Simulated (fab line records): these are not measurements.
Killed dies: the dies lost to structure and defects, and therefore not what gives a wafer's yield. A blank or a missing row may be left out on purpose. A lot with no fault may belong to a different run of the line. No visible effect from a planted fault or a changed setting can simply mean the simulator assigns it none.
Which tool did it? / flow n5-finfet / 10 lots, 29 wafers sampled, at 4 steps of a route of 1938

## WHAT THE GAUGES READ, wafer by wafer
N5_BEOL_M4_RC_MEAS_101.
lot=L491; measured=day 8 02:21; on=prober-01; DIBL_N (mV/V)=37.2 36.6 35.3; DIBL_P (mV/V)=38.5 37.3 36.4; IOFF_N (nA/um)=0.169 0.150 0.137; IOFF_P (nA/um)=0.23 0.21 0.20; ION_N (uA/um)=681 676 661; ION_P (uA/um)=466 467 457; SS_N (mV/dec)=71.4 71.6 71.5; SS_P (mV/dec)=72.8 72.7 73.0; VT_N (mV)=246.2 249.8 251.9; VT_P (mV)=-249 -251 -252
lot=L493; measured=day 8 19:53; on=prober-01; DIBL_N (mV/V)=34.6 35.1 35.3; DIBL_P (mV/V)=34.8 34.9 35.1; IOFF_N (nA/um)=0.128 0.132 0.137; IOFF_P (nA/um)=0.16 0.17 0.17; ION_N (uA/um)=665 662 668; ION_P (uA/um)=455 453 455; SS_N (mV/dec)=71.2 71.7 71.2; SS_P (mV/dec)=72.0 72.3 71.9; VT_N (mV)=251.3 251.7 253.9; VT_P (mV)=-256 -253 -254
lot=L495; measured=day 9 17:05; on=prober-01; DIBL_N (mV/V)=36.7 36.6 36.4; DIBL_P (mV/V)=36.7 36.2 36.4; IOFF_N (nA/um)=0.185 0.163 0.179; IOFF_P (nA/um)=0.25 0.23 0.25; ION_N (uA/um)=695 679 695; ION_P (uA/um)=475 466 477; SS_N (mV/dec)=72.2 71.9 71.0; SS_P (mV/dec)=73.9 72.6 72.6; VT_N (mV)=247.5 250.2 246.5; VT_P (mV)=-249 -249 -246
lot=L494; measured=day 9 23:47; on=prober-01; DIBL_N (mV/V)=37.1 36.6; DIBL_P (mV/V)=35.8 34.6; IOFF_N (nA/um)=0.157 0.138; IOFF_P (nA/um)=0.22 0.19; ION_N (uA/um)=678 674; ION_P (uA/um)=467 460; SS_N (mV/dec)=72.0 71.2; SS_P (mV/dec)=73.1 73.4; VT_N (mV)=252.2 252.7; VT_P (mV)=-249 -251
lot=L503; measured=day 12 05:26; on=prober-01; DIBL_N (mV/V)=37.2 35.8 36.2; DIBL_P (mV/V)=37.3 36.4 36.6; IOFF_N (nA/um)=0.182 0.173 0.173; IOFF_P (nA/um)=0.25 0.24 0.23; ION_N (uA/um)=680 680 677; ION_P (uA/um)=475 472 465; SS_N (mV/dec)=71.3 71.3 71.1; SS_P (mV/dec)=73.5 73.9 72.8; VT_N (mV)=248.5 249.2 247.7; VT_P (mV)=-246 -245 -246
lot=L507; measured=day 12 10:00; on=prober-02; DIBL_N (mV/V)=36.0 36.0 36.0; DIBL_P (mV/V)=35.9 36.1 36.1; IOFF_N (nA/um)=0.160 0.152 0.159; IOFF_P (nA/um)=0.20 0.20 0.20; ION_N (uA/um)=683 672 685; ION_P (uA/um)=463 461 463; SS_N (mV/dec)=71.2 71.7 71.2; SS_P (mV/dec)=73.4 72.8 72.5; VT_N (mV)=249.9 249.2 248.5; VT_P (mV)=-250 -252 -251
lot=L506; measured=day 12 20:43; on=prober-02; DIBL_N (mV/V)=36.3 37.1 37.9; DIBL_P (mV/V)=36.0 36.6 38.3; IOFF_N (nA/um)=0.133 0.149 0.163; IOFF_P (nA/um)=0.20 0.21 0.24; ION_N (uA/um)=666 677 686; ION_P (uA/um)=461 464 477; SS_N (mV/dec)=71.5 71.6 71.9; SS_P (mV/dec)=72.2 72.6 74.0; VT_N (mV)=254.8 251.3 249.4; VT_P (mV)=-251 -247 -248
lot=L511; measured=day 13 20:59; on=prober-02; DIBL_N (mV/V)=38.3 37.7 38.1; DIBL_P (mV/V)=38.4 38.6 38.6; IOFF_N (nA/um)=0.206 0.195 0.199; IOFF_P (nA/um)=0.26 0.26 0.26; ION_N (uA/um)=675 675 692; ION_P (uA/um)=463 467 474; SS_N (mV/dec)=72.1 72.2 71.5; SS_P (mV/dec)=74.6 73.5 73.9; VT_N (mV)=247.8 247.5 244.4; VT_P (mV)=-247 -249 -245
lot=L512; measured=day 14 03:20; on=prober-02; DIBL_N (mV/V)=37.2 37.1 35.9; DIBL_P (mV/V)=37.3 36.7 34.6; IOFF_N (nA/um)=0.186 0.174 0.154; IOFF_P (nA/um)=0.26 0.25 0.22; ION_N (uA/um)=691 683 689; ION_P (uA/um)=481 473 474; SS_N (mV/dec)=71.4 71.6 70.7; SS_P (mV/dec)=74.0 74.1 73.9; VT_N (mV)=247.1 249.6 253.2; VT_P (mV)=-246 -247 -250
lot=L514; measured=day 14 19:49; on=prober-02; DIBL_N (mV/V)=38.2 34.8 39.5; DIBL_P (mV/V)=39.2 34.9 40.7; IOFF_N (nA/um)=0.187 0.119 0.208; IOFF_P (nA/um)=0.29 0.20 0.34; ION_N (uA/um)=688 665 685; ION_P (uA/um)=471 470 478; SS_N (mV/dec)=71.6 70.4 71.7; SS_P (mV/dec)=74.1 72.6 74.1; VT_N (mV)=249.0 251.8 247.2; VT_P (mV)=-242 -248 -243

N5_PASSIVATION_INSPECT_64: inspects for defects (macro).
lot=L491; measured=day 12 05:37; on=defect-inspect-01; raw-defect-count=3 2 3
lot=L493; measured=day 12 22:11; on=defect-inspect-01; raw-defect-count=3 2 2
lot=L495; measured=day 13 07:31; on=defect-inspect-02; raw-defect-count=0 5 2
lot=L494; measured=day 13 17:25; on=defect-inspect-02; raw-defect-count=2
lot=L503; measured=day 16 06:25; on=defect-inspect-02; raw-defect-count=0 3 1
lot=L507; measured=day 16 16:38; on=defect-inspect-02; raw-defect-count=0 2 1
lot=L506; measured=day 16 20:52; on=defect-inspect-02; raw-defect-count=2 2 0
lot=L511; measured=day 17 21:23; on=defect-inspect-02; raw-defect-count=1 1 3
lot=L512; measured=day 18 00:55; on=defect-inspect-01; raw-defect-count=2 4 1
lot=L514; measured=day 19 03:35; on=defect-inspect-01; raw-defect-count=0 2 3

N5_PASSIVATION_OVL_MEAS_66.
lot=L491; measured=day 12 07:52; on=overlay-02; PASS_OPEN_OVL (nm)=5 8 13
lot=L493; measured=day 13 00:01; on=overlay-01; PASS_OPEN_OVL (nm)=4 6 4
lot=L495; measured=day 13 09:41; on=overlay-01; PASS_OPEN_OVL (nm)=-2 1 -5
lot=L494; measured=day 13 19:19; on=overlay-01; PASS_OPEN_OVL (nm)=3
lot=L503; measured=day 16 08:39; on=overlay-01; PASS_OPEN_OVL (nm)=2 1 10
lot=L507; measured=day 16 18:30; on=overlay-02; PASS_OPEN_OVL (nm)=17 12 17
lot=L506; measured=day 16 22:36; on=overlay-02; PASS_OPEN_OVL (nm)=7 12 6
lot=L511; measured=day 17 23:07; on=overlay-02; PASS_OPEN_OVL (nm)=-8 -4 -6
lot=L512; measured=day 18 02:46; on=overlay-02; PASS_OPEN_OVL (nm)=-2 -5 0
lot=L514; measured=day 19 05:18; on=overlay-02; PASS_OPEN_OVL (nm)=13 8 13

## WHAT TOOL EACH LOT RAN ON (gives the tool, then ch and the chambers of the sampled wafers, and finally the start)
lot=L491; N5_MIM_BOT_ETCH_ETCH_00=rie-metal-02 ch 0,1, day 12 02:16
lot=L493; N5_MIM_BOT_ETCH_ETCH_00=rie-metal-02 ch 0,1, day 12 19:02
lot=L495; N5_MIM_BOT_ETCH_ETCH_00=rie-metal-02 ch 1, day 13 04:13
lot=L494; N5_MIM_BOT_ETCH_ETCH_00=rie-metal-02 ch 0, day 13 13:58
lot=L503; N5_MIM_BOT_ETCH_ETCH_00=rie-metal-02 ch 0,1, day 16 01:18
lot=L507; N5_MIM_BOT_ETCH_ETCH_00=rie-metal-03 ch 0,1, day 16 13:41
lot=L506; N5_MIM_BOT_ETCH_ETCH_00=rie-metal-02 ch 0,1, day 16 16:22
lot=L511; N5_MIM_BOT_ETCH_ETCH_00=rie-metal-01 ch 0,1, day 17 18:13
lot=L512; N5_MIM_BOT_ETCH_ETCH_00=rie-metal-01 ch 0,1, day 17 19:00
lot=L514; N5_MIM_BOT_ETCH_ETCH_00=rie-metal-01 ch 0, day 18 23:46
- N5_MIM_BOT_ETCH_ETCH_00: etches TiN in Cl2/BCl3, target depth 45.5 nm.

## WHAT THE TOOLS THEMSELVES READ (means of the sampled wafers that have a number; where no wafer has one, the mark that the record gives instead)
N5_MIM_BOT_ETCH_ETCH_00.
lot=L491; tool=rie-metal-02; bcl3-flow-sccm (sccm)=21.79; drypump-motor-current-A (A)=6.4; oes_ar_750_au (a.u.)=0.72; oes-product-au (a.u.)=0.72; throttle-valve-pct (%)=21.76
lot=L493; tool=rie-metal-02; bcl3-flow-sccm (sccm)=21.70; drypump-motor-current-A (A)=6.4; oes_ar_750_au (a.u.)=0.70; oes-product-au (a.u.)=0.71; throttle-valve-pct (%)=21.78
lot=L495; tool=rie-metal-02; bcl3-flow-sccm (sccm)=21.84; drypump-motor-current-A (A)=6.3; oes_ar_750_au (a.u.)=0.73; oes-product-au (a.u.)=0.70; throttle-valve-pct (%)=21.82
lot=L494; tool=rie-metal-02; bcl3-flow-sccm (sccm)=21.80; drypump-motor-current-A (A)=6.5; oes_ar_750_au (a.u.)=0.67; oes-product-au (a.u.)=0.63; throttle-valve-pct (%)=21.92
lot=L503; tool=rie-metal-02; bcl3-flow-sccm (sccm)=21.71; drypump-motor-current-A (A)=6.4; oes_ar_750_au (a.u.)=0.70; oes-product-au (a.u.)=0.70; throttle-valve-pct (%)=21.78
lot=L507; tool=rie-metal-03; bcl3-flow-sccm (sccm)=21.72; drypump-motor-current-A (A)=6.0; oes_ar_750_au (a.u.)=0.92; oes-product-au (a.u.)=0.93; throttle-valve-pct (%)=21.84
lot=L506; tool=rie-metal-02; bcl3-flow-sccm (sccm)=21.70; drypump-motor-current-A (A)=6.5; oes_ar_750_au (a.u.)=0.68; oes-product-au (a.u.)=0.69; throttle-valve-pct (%)=21.79
lot=L511; tool=rie-metal-01; bcl3-flow-sccm (sccm)=21.80; drypump-motor-current-A (A)=5.6; oes_ar_750_au (a.u.)=0.78; oes-product-au (a.u.)=0.79; throttle-valve-pct (%)=21.73
lot=L512; tool=rie-metal-01; bcl3-flow-sccm (sccm)=21.76; drypump-motor-current-A (A)=5.5; oes_ar_750_au (a.u.)=0.74; oes-product-au (a.u.)=0.75; throttle-valve-pct (%)=21.73
lot=L514; tool=rie-metal-01; bcl3-flow-sccm (sccm)=21.79; drypump-motor-current-A (A)=5.8; oes_ar_750_au (a.u.)=0.81; oes-product-au (a.u.)=0.81; throttle-valve-pct (%)=21.76

## THE ANSWER, worked out from the rows above alone
Rule: usual is defined by the lots themselves. Put in order of their means at a reading, lots are off if they are a third of the lots or fewer, leave a main group of 4 or more, and stand apart from it by a gap of 3 or more times the standard deviation of the main group's means; of several such gaps the widest counts. The tables above print the reading to a certain number of digits; a main group whose means all agree to those digits is not used. Also off: a lot with no number at a reading for which 4 or more lots have one. Any other lot the step has rows for is counted as sound. After the gauges, taken in route order, come the tools' own readings; for these a lot's mean is taken, as printed above. At the first step where some lot is off, the reading lying furthest off is the one used; lots without a number count as furthest.
Nothing can be told from this: no lot is off at any reading shown.

## WHAT THE SIMULATOR HAD PUT IN
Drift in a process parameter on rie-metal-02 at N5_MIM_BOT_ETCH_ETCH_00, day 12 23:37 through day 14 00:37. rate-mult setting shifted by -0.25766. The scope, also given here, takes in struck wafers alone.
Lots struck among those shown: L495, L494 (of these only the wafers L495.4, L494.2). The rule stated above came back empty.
